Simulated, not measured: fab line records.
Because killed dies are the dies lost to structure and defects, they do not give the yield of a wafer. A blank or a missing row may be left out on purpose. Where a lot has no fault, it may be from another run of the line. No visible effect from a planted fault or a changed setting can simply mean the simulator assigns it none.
What tool caused it? | flow n5_finfet | 33 wafers from 11 lots sampled at 3 of the route's 1938 steps

## WHAT THE GAUGES READ, wafer by wafer
N5_BEOL_M13_THK_MEAS_01.
lot  | measured     | on            | M13_ILD_THK (nm)
L075 | day 10 19:20 | film_metro-02 | 826 837 845
L078 | day 11 10:16 | film_metro-02 | 830 848 838
L080 | day 12 00:29 | film_metro-02 | 833 848 838
L083 | day 12 15:28 | film_metro-01 | 828 834 830
L084 | day 13 05:41 | film_metro-02 | 812 828 824
L085 | day 13 18:47 | film_metro-02 | 843 847 857
L088 | day 13 23:04 | film_metro-01 | 829 859 838
L090 | day 14 20:56 | film_metro-02 | 842 850 832
L092 | day 15 06:59 | film_metro-02 | 818 837 850
L094 | day 15 18:58 | film_metro-01 | 852 859 857
L097 | day 16 09:10 | film_metro-02 | 823 839 858

## EACH LOT AND THE TOOL THAT RAN IT (in order: tool; ch and the chambers of the sampled wafers; start)
lot  | N5_BEOL_M12_ETCH_59                | N5_BEOL_M12_CMP_49
L075 | rie_diel-01 ch 0,2, day 10 15:18   | cmp-03 ch 2,3, day 10 18:40
L078 | rie_diel-04 ch 1,2, day 11 06:50   | cmp-03 ch 0,3, day 11 09:38
L080 | rie_diel-02 ch 1,3, day 11 18:29   | cmp-04 ch 0,3, day 11 23:51
L083 | rie_diel-02 ch 0,1, day 12 12:04   | cmp-03 ch 0,1,3, day 12 14:52
L084 | rie_diel-01 ch 0,2, day 12 22:24   | cmp-01 ch 0,2,3, day 13 05:03
L085 | rie_diel-04 ch 0,1, day 13 14:18   | cmp-03 ch 0,2,3, day 13 18:12
L088 | rie_diel-04 ch 0,1, day 13 18:23   | cmp-01 ch 1,2, day 13 22:28
L090 | rie_diel-01 ch 1,2,3, day 14 15:32 | cmp-04 ch 0,1, day 14 20:20
L092 | rie_diel-02 ch 0,1,2, day 15 02:11 | cmp-03 ch 0,1,3, day 15 06:20
L094 | rie_diel-02 ch 0,3, day 15 14:46   | cmp-04 ch 0,1, day 15 18:22
L097 | rie_diel-04 ch 1,2, day 16 03:12   | cmp-03 ch 1,2,3, day 16 08:37
- N5_BEOL_M12_ETCH_59: etches BARC in N2/H2, target depth 89 nm, overetch 26.7 nm, time 67.9 s.
- N5_BEOL_M12_CMP_49: polishes, stops on SiOC, t overpolish 20.6 s, target thk 320 nm.

## THE ANSWER, worked out from the rows above alone
Rule: the lots themselves supply what counts as usual. Put in order of their means at a reading, lots are off if they are a third of the lots or fewer, leave a main group of 4 or more, and stand apart from it by a gap of 3 or more times the standard deviation of the main group's means; of several such gaps the widest counts. A main group is skipped when, at the precision printed for the reading in the tables above, its means are all equal. A lot without any number at a reading at which 4 lots or more have one is off too. Any other lot the step has rows for is counted as sound.
No lot is off on any of the readings shown, so nothing can be concluded from this.

## WHAT THE SIMULATOR HAD INSERTED
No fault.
